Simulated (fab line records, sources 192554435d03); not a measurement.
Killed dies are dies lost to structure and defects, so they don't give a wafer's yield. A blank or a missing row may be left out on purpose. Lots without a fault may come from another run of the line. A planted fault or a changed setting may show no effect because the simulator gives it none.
fab line records | flow n5_finfet
record lots=5 wafers=15 last_day=18
route steps=1938 shown SD_EPI_N@265 PASSIVATION@1936
lots that met no fault: from a run of the same line without faults
start_h: hours from the record's first day to the start of the lot's first wafer shown | wait_h: hours since the lot's step before | " the same as in the row above | L1.1+2: a row that stands for several wafers | - no value, or no start given | * or withheld: withheld | < > ~ a bound
route shown NAME@n: a module of which the file shows steps, and the number in the route of the first | usual: mean/standard deviation of fault-free wafers | same: alike in all rows | chamber/n: place in a boat | sites: the reading at each site | _std_site: their standard deviation | _edge_site: outer sites' mean less inner sites' | radius_mm: how far each site lies from the wafer's centre | mask NAME#n: copy n | behind: the tool/chamber that last shaped the wafer | hold: why the lot was held/for how many hours/how that ended | device: the transistor (n, p or np) that didn't switch | end of line: the same wafers' tests at the end of the route | a step without rows: its recipe alone | killed: dies lost to structure and defects at the first sort, not the wafer's yield | map: a wafer's dies, x killed, . not, _ none there
set.NAME: the setting as run; set.NAME@STEP: as run at that earlier step | model.NAME: the simulator's own value behind a step, which no gauge read
lots at some steps of the route; a table a step, a row a wafer
services: from which hour (start_h, from the record's first day; less than 0 if before it) a tool's chamber was out of use, for how many hours, and why
## steps
# step N5_SD_EPI_N_EBR_05
# recipe solvent=PGMEA ebr_width_mm=1.5
# step N5_SD_EPI_N_SOFTBAKE_04
# recipe temp_c=110 time_s=60 resist=CAR-ArF-block
# step N5_SD_EPI_N_EXPOSE_06
# recipe mask_id=SD_N_BLK na=1.35 source_shape=conventional sigma_outer=0.8 polarization=unpolarized target_cd_nm=120 dose_mj=39.75
# step N5_SD_EPI_N_PEB_07
# recipe peb_temp_c=110 peb_time_s=60 resist=CAR-ArF-block
# step N5_SD_EPI_N_DEVELOP_08
# recipe develop_time_s=30 developer=TMAH resist=CAR-ArF-block dev_temp_c=23 rinse_liquid=diw dry=air_spin
# step N5_SD_EPI_N_CD_MEAS_09
# recipe target_cd_nm=120 landing_energy_ev=500 detector=se_inlens
# usual cd_nm=120.0/0.81
# columns lot.wafer tool chamber start_h wait_h cd_nm
L453.1 cd_sem-02 0 48.75 - 119.8
L453.2 " 0 " " 119.0
L453.6 " 0 " " 119.4
L463.1 cd_sem-03 0 109.23 - 121.0
L463.3 " 0 " " 119.2
L463.4 " 0 " " 120.2
L466.1 cd_sem-03 0 127.51 - 119.8
L466.2 " 0 " " 118.9
L466.6 " 0 " " 119.1
L467.4 cd_sem-02 0 132.02 - 119.7
L467.5 " 0 " " 120.7
L467.6 " 0 " " 120.1
L474.1 cd_sem-03 0 177.72 - 120.0
L474.2 " 0 " " 119.9
L474.3 " 0 " " 121.4
# step N5_SD_EPI_N_OVL_MEAS_10
# recipe points_per_wafer=44
# usual SD_N_BLK_OVL=-0.2/0.75
# same points_per_wafer=44
# columns lot.wafer tool chamber start_h wait_h SD_N_BLK_OVL[nm]
L453.1 overlay-01 0 48.78 0.0 -0.7
L453.2 " 0 " " 0.5
L453.6 " 0 " " 0.5
L463.1 overlay-02 0 109.26 0.0 0.8
L463.3 " 0 " " -0.3
L463.4 " 0 " " 0.8
L466.1 overlay-01 0 127.54 0.0 -0.3
L466.2 " 0 " " -1.2
L466.6 " 0 " " -0.9
L467.4 overlay-02 0 132.04 0.0 0.1
L467.5 " 0 " " -1.5
L467.6 " 0 " " 0.0
L474.1 overlay-02 0 177.76 0.0 -1.0
L474.2 " 0 " " -1.1
L474.3 " 0 " " 0.5
# step N5_SD_EPI_N_INSPECT_11
# recipe mode=adi inspect_instrument=macro
# usual raw_defect_count=2.2/1.5
# columns lot.wafer tool chamber start_h wait_h raw_defect_count
L453.1 defect_inspect-01 - 48.80 0.0 1
L453.2 " - " " 3
L453.6 " - " " 3
L463.1 defect_inspect-01 - 109.29 0.0 0
L463.3 " - " " 0
L463.4 " - " " 2
L466.1 defect_inspect-02 - 127.56 0.0 1
L466.2 " - " " 4
L466.6 " - " " 2
L467.4 defect_inspect-02 - 132.07 0.0 2
L467.5 " - " " 2
L467.6 " - " " 2
L474.1 defect_inspect-01 - 177.78 0.0 1
L474.2 " - " " 3
L474.3 " - " " 4
# step N5_SD_EPI_N_DESCUM_14
# recipe chemistry=O2 time_s=7.9 source_power_w=50 bias_power_w=20 pressure_mtorr=20 rf_frequency_hz=2.712e+07 temp_c=40 resist=CAR-ArF-block o2_flow_sccm=225
# usual drypump_motor_current_A=5.7/0.44 oes_product_au=0.78/0.1 rf_vpp_V=242.8/0.98 showerhead_plenum_p_Torr=2.07/0.057 throttle_valve_pct=20.5/0.33
# same time_s=7.9
# columns lot.wafer tool chamber start_h wait_h drypump_motor_current_A oes_product_au rf_hours_counter_h rf_vpp_V showerhead_plenum_p_Torr throttle_valve_pct
L453.1 rie_diel-03 3 48.84 0.0 5.8 0.85 57 243.4 2.14 20.6
L453.2 " 0 " " 5.2 0.75 146 242.3 2.00 20.3
L453.6 " 0 " " 5.2 0.75 - 243.0 2.00 20.3
L463.1 rie_diel-06 2 109.32 0.0 4.9 0.96 24 243.8 2.13 20.6
L463.3 " 1 " " 5.7 0.71 196 242.9 2.07 20.5
L463.4 " 0 " " 5.7 0.82 91 242.5 2.01 20.0
L466.1 rie_diel-01 3 127.75 0.2 6.1 0.85 57 241.9 2.04 20.0
L466.2 " 1 " " 6.3 0.68 234 242.6 2.07 20.7
L466.6 " 3 " " 6.1 0.87 - 243.2 2.04 20.0
L467.4 rie_diel-06 0 132.12 0.0 5.7 0.81 - 242.0 2.00 20.0
L467.5 " 1 " " 5.7 0.70 - 243.9 2.06 20.5
L467.6 " 3 " " 6.0 0.67 - 242.3 2.10 20.9
L474.1 rie_diel-03 1 178.01 0.2 5.9 0.93 23 243.8 2.16 20.1
L474.2 " 3 " " 5.8 0.79 106 242.4 2.13 20.7
L474.3 " 0 " " 5.2 0.72 195 241.9 1.98 20.3
# step N5_SD_EPI_N_ETCH_34
# recipe chemistry=CF4 target=SiARC target_depth_a=455 mask_material=CAR-ArF-block time_s=75.8 ion_energy_ev=80 pressure_mtorr=40 source_w=545 bias_w=36 Ar_flow_sccm=100 cf4_flow_sccm=100 ends=cleared
# usual cf4_flow_sccm=100.0/0.32 drypump_motor_current_A=5.7/0.44 etch_rf_on_time_s=75.5/2 oes_product_au=0.67/0.085 rf_vpp_V=183.7/1 showerhead_plenum_p_Torr=2.12/0.045 throttle_valve_pct=15.6/0.3
# columns lot.wafer tool chamber start_h wait_h cf4_flow_sccm drypump_motor_current_A etch_rf_on_time_s oes_product_au rf_hours_counter_h rf_vpp_V showerhead_plenum_p_Torr throttle_valve_pct
L453.1 rie_diel-03 3 48.87 0.0 100.3 5.8 75.4 0.71 57 185.8 2.17 15.6
L453.2 " 0 " " 100.4 5.2 76.1 0.65 146 183.0 2.06 15.5
L453.6 " 0 " " 100.5 5.2 74.9 0.65 - 182.5 2.06 15.5
L463.1 rie_diel-06 2 109.36 0.0 100.0 4.9 73.8 0.80 24 183.8 2.17 15.6
L463.3 " 1 " " 100.0 5.8 73.8 0.61 196 183.8 2.13 15.8
L463.4 " 0 " " 100.0 5.8 76.2 0.70 91 184.3 2.08 15.3
L466.1 rie_diel-01 3 127.78 0.0 99.7 6.1 75.1 0.73 57 184.0 2.08 15.1
L466.2 " 1 " " 100.4 6.3 78.1 0.58 234 184.3 2.10 15.8
L466.6 " 3 " " 99.7 6.1 75.9 0.72 - 183.6 2.08 15.1
L467.4 rie_diel-06 0 132.16 0.0 99.7 5.7 75.3 0.68 - 182.8 2.08 15.3
L467.5 " 1 " " 99.8 5.7 73.2 0.60 - 184.4 2.13 15.8
L467.6 " 3 " " 100.1 6.0 77.6 0.58 - 185.2 2.12 15.9
L474.1 rie_diel-03 1 178.04 0.0 100.5 5.8 73.7 0.79 23 183.7 2.18 15.1
L474.2 " 3 " " 99.9 5.8 75.9 0.67 106 184.2 2.15 15.7
L474.3 " 0 " " 99.3 5.2 75.1 0.61 195 183.1 2.04 15.6
# step N5_SD_EPI_N_ETCH_35
# recipe chemistry=N2/H2 target=SOC overetch_a=1080 mask_material=SiARC temp_c=40 ion_energy_ev=100 source_w=3000 bias_w=133 pressure_mtorr=20 time_s=486 n2_flow_sccm=200 h2_flow_sccm=200
# usual drypump_motor_current_A=5.7/0.44 oes_product_au=0.69/0.084 rf_vpp_V=240.3/1.1 showerhead_plenum_p_Torr=2.51/0.061 throttle_valve_pct=23.8/0.34
# same time_s=486
# columns lot.wafer tool chamber start_h wait_h drypump_motor_current_A oes_product_au rf_hours_counter_h rf_vpp_V showerhead_plenum_p_Torr throttle_valve_pct
L453.1 rie_diel-03 3 48.93 0.0 5.8 0.75 57 240.0 2.59 24.0
L453.2 " 0 " " 5.2 0.67 146 239.3 2.45 24.0
L453.6 " 0 " " 5.2 0.67 - 238.5 2.45 24.0
L463.1 rie_diel-06 2 109.41 0.0 4.9 0.83 24 242.8 2.59 24.1
L463.3 " 1 " " 5.7 0.62 196 241.6 2.50 23.8
L463.4 " 0 " " 5.7 0.72 91 239.8 2.45 23.3
L466.1 rie_diel-01 3 127.84 0.0 6.1 0.76 58 240.4 2.47 23.4
L466.2 " 1 " " 6.3 0.62 235 240.8 2.48 23.7
L466.6 " 3 " " 6.1 0.76 - 240.7 2.47 23.4
L467.4 rie_diel-06 0 132.35 0.2 5.7 0.71 - 239.1 2.44 23.3
L467.5 " 1 " " 5.7 0.62 - 241.3 2.50 23.8
L467.6 " 3 " " 6.0 0.61 - 240.5 2.51 24.1
L474.1 rie_diel-03 1 178.10 0.0 5.9 0.82 23 241.1 2.59 23.2
L474.2 " 3 " " 5.8 0.71 106 241.3 2.57 24.1
L474.3 " 0 " " 5.2 0.63 195 237.7 2.43 24.1
# step N5_SD_EPI_N_STRIP_36
# recipe chemistry=N2/H2 temp_c=40 n2_flow_sccm=200 h2_flow_sccm=200 rf_frequency_hz=6e+07
# step N5_SD_EPI_N_ETCHBACK_44
# recipe chemistry=CH3F/O2 mode=anisotropic_etchback target=SiNx target_depth_a=145 stop_on=SiO2 over_etch_frac=0.3 ion_energy_ev=120 pressure_mtorr=30 source_w=395 bias_w=73 Ar_flow_sccm=150 CH3F_flow_sccm=30 O2_flow_sccm=20
# usual drypump_motor_current_A=5.7/0.44 oes_product_au=0.66/0.08 over_etch_frac=0.3/0 rf_vpp_V=298/5.8 showerhead_plenum_p_Torr=1.98/0.043 throttle_valve_pct=16.38/0.29
# columns lot.wafer tool chamber start_h wait_h drypump_motor_current_A oes_product_au over_etch_frac rf_hours_counter_h rf_vpp_V showerhead_plenum_p_Torr throttle_valve_pct
L453.1 rie_diel-03 3 49.25 0.0 5.8 0.71 0.3 57 285 2.04 16.40
L453.2 " 0 " " 5.2 0.64 0.3 147 302 1.92 16.26
L453.6 " 0 " " 5.2 0.64 0.3 - 303 1.92 16.28
L463.1 rie_diel-06 2 109.74 0.0 4.9 0.80 0.3 24 308 2.04 16.38
L463.3 " 1 " " 5.8 0.59 0.3 196 302 1.98 16.49
L463.4 " 0 " " 5.8 0.70 0.3 92 296 1.94 16.08
L466.1 rie_diel-01 3 128.16 0.0 6.1 0.73 0.3 58 294 1.95 15.92
L466.2 " 1 " " 6.3 0.60 0.3 235 291 1.97 16.56
L466.6 " 3 " " 6.1 0.73 0.3 - 293 1.95 15.91
L467.4 rie_diel-06 0 132.57 0.1 5.8 0.69 0.29401 - 295 1.94 16.07
L467.5 " 1 " " 5.7 0.59 0.3 - 302 1.97 16.48
L467.6 " 3 " " 6.0 0.59 0.3 - 295 1.98 16.67
L474.1 rie_diel-03 1 178.42 0.0 5.9 0.78 0.3 23 299 2.03 15.81
L474.2 " 3 " " 5.8 0.67 0.3 106 284 2.02 16.51
L474.3 " 0 " " 5.2 0.61 0.3 196 301 1.91 16.36
# step N5_SD_EPI_N_ETCH_45
# recipe chemistry=CH3F/O2 target=SiOCN target_depth_a=60 mask_material=SOC ion_energy_ev=60 bias_w=29 pressure_mtorr=15 source_w=410 Ar_flow_sccm=150 CH3F_flow_sccm=30 O2_flow_sccm=20
# usual drypump_motor_current_A=5.7/0.44 oes_product_au=0.78/0.1 rf_vpp_V=127.3/1 showerhead_plenum_p_Torr=1.97/0.043 throttle_valve_pct=23.36/0.29
# columns lot.wafer tool chamber start_h wait_h drypump_motor_current_A oes_product_au rf_hours_counter_h rf_vpp_V showerhead_plenum_p_Torr throttle_valve_pct
L453.1 rie_diel-03 3 49.35 0.1 5.8 0.84 57 128.1 2.03 23.36
L453.2 " 0 " " 5.2 0.75 147 128.1 1.92 23.28
L453.6 " 0 " " 5.2 0.75 - 125.9 1.92 23.29
L463.1 rie_diel-06 2 109.84 0.1 4.9 0.95 24 126.6 2.03 23.44
L463.3 " 1 " " 5.7 0.71 196 128.5 1.97 23.43
L463.4 " 0 " " 5.8 0.81 92 125.8 1.94 23.02
L466.1 rie_diel-01 3 128.26 0.1 6.1 0.85 58 126.8 1.95 22.96
L466.2 " 1 " " 6.3 0.68 235 127.3 1.96 23.55
L466.6 " 3 " " 6.0 0.85 - 126.8 1.95 22.96
L467.4 rie_diel-06 0 132.67 0.1 5.8 0.81 - 126.8 1.93 23.04
L467.5 " 1 " " 5.7 0.71 - 127.0 1.97 23.43
L467.6 " 3 " " 6.0 0.68 - 127.4 1.97 23.63
L474.1 rie_diel-03 1 178.52 0.1 5.8 0.92 23 130.2 2.02 22.74
L474.2 " 3 " " 5.8 0.77 106 127.0 2.01 23.43
L474.3 " 0 " " 5.2 0.71 196 126.9 1.90 23.36
# step N5_PASSIVATION_PROBE_49
# usual killed_at_M0_to_M3=35/11 killed_at_M4_up=14/5.4 killed_at_contacts=13/6 killed_at_front_end=38/11 killed_at_other=3.4/2.6 killed_dies=104/19 killed_open=68/13 killed_short=34/8.5
# same gross_dies=1180 killed_at_back_side=0
# columns lot.wafer tool chamber start_h wait_h killed_at_M0_to_M3 killed_at_M4_up killed_at_contacts killed_at_front_end killed_at_other killed_dies killed_open killed_short
L453.1 prober-01 - 315.08 0.0 52 22 15 39 1 129 81 37
L453.2 prober-01 - 315.13 0.1 41 6 20 15 5 87 54 32
L453.6 prober-01 - 315.33 0.3 46 15 16 35 4 116 75 38
L463.1 prober-02 - 355.87 0.0 35 20 16 36 3 110 76 33
L463.3 prober-02 - 355.97 0.1 39 18 10 41 5 113 80 33
L463.4 prober-02 - 356.02 0.2 42 19 12 46 0 119 76 43
L467.4 prober-01 - 393.20 0.2 19 9 16 32 2 78 51 25
L467.5 prober-01 - 393.25 0.2 29 15 14 29 0 87 60 23
L467.6 prober-01 - 393.30 0.3 33 12 12 46 3 106 63 27
L466.1 prober-01 - 395.56 0.0 26 5 15 25 4 75 56 19
L466.6 prober-01 - 395.81 0.3 36 9 13 25 9 92 57 33
# killed by level:class
L453.1 BEOL_M0_SAQP:geometric_particle:open=12 MOL_CONTACT_COAG:geometric_particle:open=11 BEOL_M2:geometric_particle:open=9 BEOL_M3:geometric_particle:open=8 HKMG_FIN:area_etch=8 BEOL_M0_SAQP:geometric_particle:short=7 BEOL_M1:geometric_particle:open=6 BEOL_M4:geometric_particle:open=6
L453.2 MOL_CONTACT_COAG:geometric_particle:open=14 BEOL_M3:geometric_particle:open=13 BEOL_M1:geometric_particle:open=7 BEOL_M2:geometric_particle:short=7 BEOL_M0:geometric_particle:open=6 MOL_CONTACT_COAG:geometric_particle:short=6 STARTING-WAFER:geometric_particle:short=4 FIN_SAQP:geometric_particle:open=3
L453.6 BEOL_M3:geometric_particle:open=15 MOL_CONTACT_COAG:geometric_particle:open=13 STI_FIN_REVEAL:geometric_particle:open=8 GATE_CUT:geometric_particle:short=6 BEOL_M0_SAQP:geometric_particle:open=5 BEOL_M0:geometric_particle:open=5 BEOL_M4:geometric_particle:open=5 FIN_SAQP:geometric_particle:open=4
L463.1 MOL_CONTACT_COAG:geometric_particle:open=10 BEOL_M4:geometric_particle:open=10 STI_FIN_REVEAL:geometric_particle:open=9 FIN_SAQP:geometric_particle:open=7 BEOL_M0_SAQP:geometric_particle:short=7 FIN_SAQP:geometric_particle:short=6 MOL_CONTACT_COAG:geometric_particle:short=6 BEOL_M0_SAQP:geometric_particle:open=6
L463.3 STI_FIN_REVEAL:geometric_particle:open=13 FIN_SAQP:geometric_particle:short=11 BEOL_M2:geometric_particle:open=9 MOL_CONTACT_COAG:geometric_particle:open=8 FIN_SAQP:geometric_particle:open=7 BEOL_M1:geometric_particle:open=6 BEOL_M3:geometric_particle:open=6 BEOL_M0:geometric_particle:open=5
L463.4 BEOL_M1:geometric_particle:short=12 BEOL_M4:geometric_particle:open=10 FIN_SAQP:geometric_particle:short=10 MOL_CONTACT_COAG:geometric_particle:open=10 FIN_SAQP:geometric_particle:open=9 STI_FIN_REVEAL:geometric_particle:open=9 BEOL_M0:geometric_particle:open=7 BEOL_M2:geometric_particle:open=7
L467.4 MOL_CONTACT_COAG:geometric_particle:open=11 FIN_SAQP:geometric_particle:open=7 BEOL_M4:geometric_particle:open=6 MOL_CONTACT_COAG:geometric_particle:short=5 BEOL_M3:geometric_particle:open=5 STI_FIN_REVEAL:geometric_particle:open=4 STARTING-WAFER:geometric_particle:short=4 GATE_CUT:geometric_particle:short=3
L467.5 MOL_CONTACT_COAG:geometric_particle:open=13 BEOL_M0_SAQP:geometric_particle:short=8 BEOL_M4:geometric_particle:open=8 BEOL_M0_SAQP:geometric_particle:open=6 BEOL_M1:geometric_particle:open=6 DUMMY_GATE:geometric_particle:open=5 BEOL_M3:geometric_particle:open=5 STI_FIN_REVEAL:geometric_particle:open=4
L467.6 HKMG_FIN:area_etch=16 MOL_CONTACT_COAG:geometric_particle:open=11 BEOL_M0_SAQP:geometric_particle:open=9 FIN_SAQP:geometric_particle:short=7 BEOL_M1:geometric_particle:open=6 STI_FIN_REVEAL:geometric_particle:open=6 BEOL_M4:geometric_particle:open=6 BEOL_M2:geometric_particle:open=4
L466.1 MOL_CONTACT_COAG:geometric_particle:open=13 BEOL_M2:geometric_particle:open=7 DUMMY_GATE:geometric_particle:open=5 FIN_SAQP:geometric_particle:open=4 STI_FIN_REVEAL:geometric_particle:open=4 BEOL_M1:geometric_particle:open=4 BEOL_M0:geometric_particle:open=4 BEOL_M0_SAQP:geometric_particle:open=3
L466.6 MOL_CONTACT_COAG:geometric_particle:open=10 BEOL_M3:geometric_particle:open=9 BEOL_M1:geometric_particle:open=8 BEOL_M2:geometric_particle:short=6 BEOL_M2:geometric_particle:open=6 FIN_SAQP:geometric_particle:short=4 GATE_CUT:geometric_particle:short=4 FIN_SAQP:geometric_particle:open=3
## services
# columns tool chamber start_h hours kind
rie_diel-01 - 36.51 0.7 repair
rie_diel-01 2 75.48 - clean
rie_diel-01 2 75.48 - consumable_replace:focus_ring
rie_diel-01 2 75.48 20.9 scheduled_down
rie_diel-01 2 75.48 20.9 vent_cycle
rie_diel-06 0 76.12 3.5 repair
rie_diel-03 1 104.01 - clean
rie_diel-03 1 104.01 - consumable_replace:focus_ring
rie_diel-03 1 104.01 17.7 scheduled_down
rie_diel-03 1 104.01 17.7 vent_cycle
rie_diel-06 2 127.22 13.3 repair
rie_diel-01 3 129.40 7.0 repair
rie_diel-06 1 153.08 4.2 repair
rie_diel-03 2 157.10 - clean
rie_diel-03 2 157.10 - consumable_replace:esc
rie_diel-03 2 157.10 - consumable_replace:focus_ring
rie_diel-03 2 157.10 - consumable_replace:showerhead
rie_diel-03 2 157.10 28.5 scheduled_down
rie_diel-03 2 157.10 28.5 vent_cycle
rie_diel-01 1 162.13 - clean
rie_diel-01 1 162.13 - consumable_replace:focus_ring
rie_diel-01 1 162.13 17.2 scheduled_down
rie_diel-01 1 162.13 17.2 vent_cycle
## key
first_sign step=N5_SD_EPI_N_ETCHBACK_44 reading=over_etch_frac direction=down sigmas=99+ usual=0.3 struck=0.29401
effect none on later readings
met_at N5_SD_EPI_N_ETCHBACK_44
struck_wafers L467.4
tester_left_out L467
baseline_loss step=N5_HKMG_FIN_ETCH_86 wafers=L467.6
onset_between 109.74 132.57
fault kind=process_parameter_drift tool=rie_diel-06 chamber=0 onset_h=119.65 steps=N5_SD_EPI_N_ETCHBACK_44 channel=over_etch_frac offset=-0.0059944 shape=step end_h=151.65 acts_in=these_recipes_only stated=0.3
# tester_left_out: of these lots the tester's yield and bins aren't shown, on N5 and GAA mostly nor the transistor test; their killed dies are dies lost to structure and defects alone, not to doping, threshold or leakage, so they don't give the yield
# baseline_loss: these wafers lose ten dies or more at that step, a loss of the line's own and not of a fault; the sort's usual values leave them out
